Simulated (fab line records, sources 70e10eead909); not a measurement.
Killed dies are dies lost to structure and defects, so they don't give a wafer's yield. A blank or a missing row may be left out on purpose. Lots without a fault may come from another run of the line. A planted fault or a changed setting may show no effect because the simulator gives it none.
Which tool did it? | flow nand_harc | 6 lots, 18 wafers sampled, at 5 steps of a route of 1302

WHAT THE GAUGES READ, wafer by wafer
NHARC_END_SORT_01.
lot  | measured     | on        | killed_at_array
L578 | day 28 18:57 | prober-01 | 71 80 335

WHICH TOOL RAN EACH LOT (tool, then ch and the chambers of the sampled wafers, then the start)
lot  | NHARC_A_STAIRCASE_CMP_450     | NHARC_THIN_TSV_DESCUM_14           | NHARC_THIN_TSV_DEGAS_49      | NHARC_THIN_TSV_PRE_CLEAN_50
L566 | cmp-04 ch 2,3, day 18 08:33   | rie_diel-12 ch 0,1,3, day 24 01:13 | pvd_sputter-02, day 24 03:52 | pvd_sputter-02, no start
L569 | cmp-04 ch 0,1, day 19 08:01   | rie_diel-03 ch 1,2, day 24 03:45   | pvd_sputter-03, day 24 06:30 | pvd_sputter-03, no start
L578 | cmp-02 ch 0,1,2, day 23 05:39 | rie_diel-04 ch 1,2,3, day 28 05:27 | pvd_sputter-02, day 28 08:11 | pvd_sputter-02, day 28 18:57 or earlier
L581 | cmp-04 ch 1,2,3, day 24 02:47 | rie_diel-04 ch 1,2, day 28 16:23   | pvd_sputter-01, day 28 18:58 | pvd_sputter-01, no start
L585 | cmp-01 ch 0,1,2, day 26 19:49 | rie_diel-04 ch 1,2,3, day 31 04:44 | pvd_sputter-01, day 31 07:22 | pvd_sputter-01, no start
L586 | cmp-02 ch 1,2,3, day 27 04:07 | rie_diel-04 ch 0,1, day 31 22:10   | pvd_sputter-02, day 32 00:46 | pvd_sputter-02, no start
- NHARC_A_STAIRCASE_CMP_450: polishes SiO2, target thk 200 nm.
- NHARC_THIN_TSV_DESCUM_14: chemistry O2, time 3 s.
- NHARC_THIN_TSV_DEGAS_49: time 120 s.
- NHARC_THIN_TSV_PRE_CLEAN_50: time 30 s.

THE ANSWER, worked out from the rows above alone
Rule: what is usual is taken from the lots themselves. Put in order of their means at a reading, lots are off if they are a third of the lots or fewer, leave a main group of 4 or more, and stand apart from it by a gap of 3 or more times the standard deviation of the main group's means; of several such gaps the widest counts. A main group whose means are all the same, to the digits that the tables above print for the reading, isn't used. A lot without any number at a reading at which 4 lots or more have one is off too. The other lots that the step has rows for count as sound.
No lot is off at any reading shown: from this, nothing can be told.

WHAT THE SIMULATOR HAD PUT IN
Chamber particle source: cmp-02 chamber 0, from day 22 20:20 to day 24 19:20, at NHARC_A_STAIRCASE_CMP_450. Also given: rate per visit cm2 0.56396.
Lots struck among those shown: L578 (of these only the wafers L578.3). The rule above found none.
